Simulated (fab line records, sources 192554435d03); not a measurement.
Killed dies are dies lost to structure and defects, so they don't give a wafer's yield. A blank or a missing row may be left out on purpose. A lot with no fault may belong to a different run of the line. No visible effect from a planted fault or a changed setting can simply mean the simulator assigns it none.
Which of the tools did it? | flow n5-finfet | 72 wafers from 24 lots sampled at 2 of the route's 1938 steps

WHAT THE GAUGES SHOWED, per wafer
N5_BEOL_M12_OVL_MEAS_11. Usual: V11_OVL gives -4 nm (standard deviation 6.5).
lot  | measured     | on         | V11_OVL (nm) | flag
L074 | day 11 17:26 | overlay-01 | 6 -2 -8      |
L075 | day 11 17:41 | overlay-01 | 2 -2 -1      |
L078 | day 13 18:01 | overlay-01 | 0 -4 6       |
L077 | day 13 23:59 | overlay-01 | -8 -14 -6    |
L080 | day 14 17:16 | overlay-01 | -2 4 1       |
L079 | day 14 18:11 | overlay-02 | 11 11 5      |
L081 | day 15 03:12 | overlay-01 | -2 2 -4      |
L082 | day 15 11:41 | overlay-02 | 7 3 5        |
L083 | day 15 20:41 | overlay-02 | -13 -10 -8   |
L085 | day 16 06:42 | overlay-02 | -10 4 1      |
L084 | day 16 09:01 | overlay-02 | -1 0 1       |
L087 | day 16 09:13 | overlay-01 | -6 -15 -5    |
L086 | day 16 11:12 | overlay-02 | -6 -8 -9     |
L089 | day 16 17:45 | overlay-02 | -8 -14 -10   |
L076 | day 16 18:24 | overlay-01 | 1 -6 -6      |
L090 | day 17 03:11 | overlay-01 | -10 -6 -15   |
L091 | day 17 19:28 | overlay-01 | -4 0 -6      |
L088 | day 17 22:29 | overlay-02 | -9 -8 -11    |
L092 | day 17 22:57 | overlay-01 | -4 0 -6      |
L095 | day 18 03:53 | overlay-01 | -10 -13 -8   |
L093 | day 18 05:34 | overlay-02 | 4 4 6        |
L096 | day 18 05:47 | overlay-02 | 5 5 0        |
L094 | day 18 07:28 | overlay-01 | -6 -4 -7     |
L097 | day 18 11:30 | overlay-01 | -6 -4 -5     |

WHAT TOOL EACH LOT RAN ON (gives the tool, then ch and the chambers of the sampled wafers, and finally the start)
lot  | N5_BEOL_M12_ILD_DEP_00
L074 | pecvd-03 ch 0,1, day 11 16:59
L075 | pecvd-03 ch 0,2, day 11 17:13
L078 | pecvd-03 ch 0,2, day 13 17:21
L077 | pecvd-01 ch 0,1,2, day 13 23:26
L080 | pecvd-03 ch 0,1,2, day 14 16:41
L079 | pecvd-03 ch 0,1, day 14 17:44
L081 | pecvd-01 ch 0,2, day 15 02:44
L082 | pecvd-03 ch 0,1, day 15 11:13
L083 | pecvd-02 ch 0,1, day 15 20:05
L085 | pecvd-01 ch 0,1,2, day 16 06:14
L084 | pecvd-01 ch 0,2, day 16 08:25
L087 | pecvd-03 ch 0,1,2, day 16 08:38
L086 | pecvd-02 ch 0,1,2, day 16 10:44
L089 | pecvd-01 ch 0,1,2, day 16 17:17
L076 | pecvd-01 ch 0,2, day 16 17:56
L090 | pecvd-01 ch 0,1,2, day 17 02:43
L091 | pecvd-03 ch 0,1,2, day 17 18:53
L088 | pecvd-01 ch 0,1, day 17 21:53
L092 | pecvd-02 ch 0,2, day 17 22:26
L095 | pecvd-03 ch 0,1, day 18 03:25
L093 | pecvd-02 ch 0,1,2, day 18 04:59
L096 | pecvd-02 ch 1,2, day 18 05:20
L094 | pecvd-03 ch 0,1, day 18 06:53
L097 | pecvd-01 ch 0,1,2, day 18 11:02
- N5_BEOL_M12_ILD_DEP_00: deposits SiOC from DEMS/O2, target thk 658.92 nm, time 130.7 s.

WHAT THE TOOLS THEMSELVES READ (means of the sampled wafers that have a number; where no wafer has one, the mark that the record gives instead)
N5_BEOL_M12_ILD_DEP_00. Usual: heater-power-w 489 W, standard deviation 48; showerhead-plenum-p-Torr 5.693 Torr, standard deviation 0.015; throttle-valve-pct 11.7 %, standard deviation 0.54.
lot  | tool     | heater-power-w (W) | showerhead-plenum-p-Torr (Torr) | throttle-valve-pct (%) | flag
L074 | pecvd-03 | 502                | 5.702                           | 12.0                   |
L075 | pecvd-03 | 509                | 5.687                           | 11.9                   |
L078 | pecvd-03 | 471                | 5.698                           | 11.6                   |
L077 | pecvd-01 | 492                | 5.689                           | 11.5                   |
L080 | pecvd-03 | 473                | 5.696                           | 11.8                   |
L079 | pecvd-03 | 465                | 5.690                           | 12.0                   |
L081 | pecvd-01 | 443                | 5.693                           | 12.0                   |
L082 | pecvd-03 | 473                | 5.681                           | 12.3                   |
L083 | pecvd-02 | 457                | 5.685                           | 12.4                   |
L085 | pecvd-01 | 512                | 5.693                           | 11.5                   |
L084 | pecvd-01 | 451                | 5.687                           | 11.9                   |
L087 | pecvd-03 | 464                | 5.700                           | 11.8                   |
L086 | pecvd-02 | 519                | 5.695                           | 12.2                   |
L089 | pecvd-01 | 472                | 5.683                           | 11.6                   |
L076 | pecvd-01 | 488                | 5.686                           | 11.9                   |
L090 | pecvd-01 | 516                | 5.694                           | 11.5                   |
L091 | pecvd-03 | 500                | 5.703                           | 12.0                   |
L088 | pecvd-01 | 519                | 5.679                           | 11.5                   |
L092 | pecvd-02 | 501                | 5.688                           | 11.8                   |
L095 | pecvd-03 | 472                | 5.692                           | 12.2                   |
L093 | pecvd-02 | 504                | 5.699                           | 11.6                   |
L096 | pecvd-02 | 511                | 5.717                           | 11.5                   |
L094 | pecvd-03 | 486                | 5.693                           | 12.0                   |
L097 | pecvd-01 | 517                | 5.682                           | 11.5                   |

THE ANSWER, worked out from the rows above alone
Rule: a lot counts as off when the mean over its wafers that have a number is more than 3 standard deviations away from the usual mean. Also off: a lot with no number at a reading for which 4 or more lots have one. Any other lot the step has rows for is counted as sound. First the gauges in route order, then the tools' own readings, where a lot's mean is used as printed above. The first step at which some lot is off is used, and at that step the reading that is off furthest; a lot without a number counts as furthest.
Nothing can be told from this: no lot is off at any reading shown.

WHAT HAD BEEN PUT IN BY THE SIMULATOR
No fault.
